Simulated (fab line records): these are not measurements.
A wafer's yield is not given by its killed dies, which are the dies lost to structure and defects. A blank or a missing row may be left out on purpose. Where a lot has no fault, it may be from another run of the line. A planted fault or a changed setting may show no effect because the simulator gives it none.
Matching of chambers -- flow nand-harc -- NHARC_A_SLIT_ETCH_24 on rie-diel-01 has 4 sister chambers
The step etches the open film in CF4/CHF3, target depth 121 nm, time 60.5 s. 8 wafers are shown with their chamber, then 8 later ones without.

## WAFERS PAIRED WITH THEIR CHAMBERS
wafer,chamber,drypump-motor-current-A (A),rf-vpp-V (V)
L080.1,3,6.7,366.5
L080.6,0,6.3,370.5
L082.2,2,5.3,373.5
L082.4,0,6.3,372.5
L084.2,1,5.5,370.0
L084.4,3,6.7,368.6
L084.5,1,5.4,370.0
L088.1,2,5.3,374.6

## WAFERS WHOSE CHAMBER IS MISSING
wafer,drypump-motor-current-A (A),rf-vpp-V (V)
L088.4,6.7,366.1
L088.5,6.3,372.3
L090.1,6.7,366.5
L090.4,5.5,369.9
L090.6,6.3,372.6
L095.2,6.7,365.9
L095.3,5.3,374.1
L095.5,6.7,367.4

## THE CHAMBER EACH PASSED THROUGH
wafer,from the rows above,in truth
L088.4,3,3
L088.5,0,0
L090.1,3,3
L090.4,1,1
L090.6,0,0
L095.2,3,3
L095.3,2,2
L095.5,3,3
8 of 8 placed correctly. From these rows, 0 cannot be placed. Placed wrongly: 0.
How it was worked out, from the rows above alone: a wafer's distance from a chamber is the root of the sum, over the readings, of the square of ((its reading less the chamber's mean) divided by the reading's scatter). If the next closest chamber is less than 2 further off than the closest, the wafer can't be placed; otherwise it belongs to the closest. A chamber's mean is the mean of its shown wafers. The scatter: take each reading less its chamber's mean, square it, sum over the shown wafers, divide by the number of wafers less the number of chambers, and take the root.
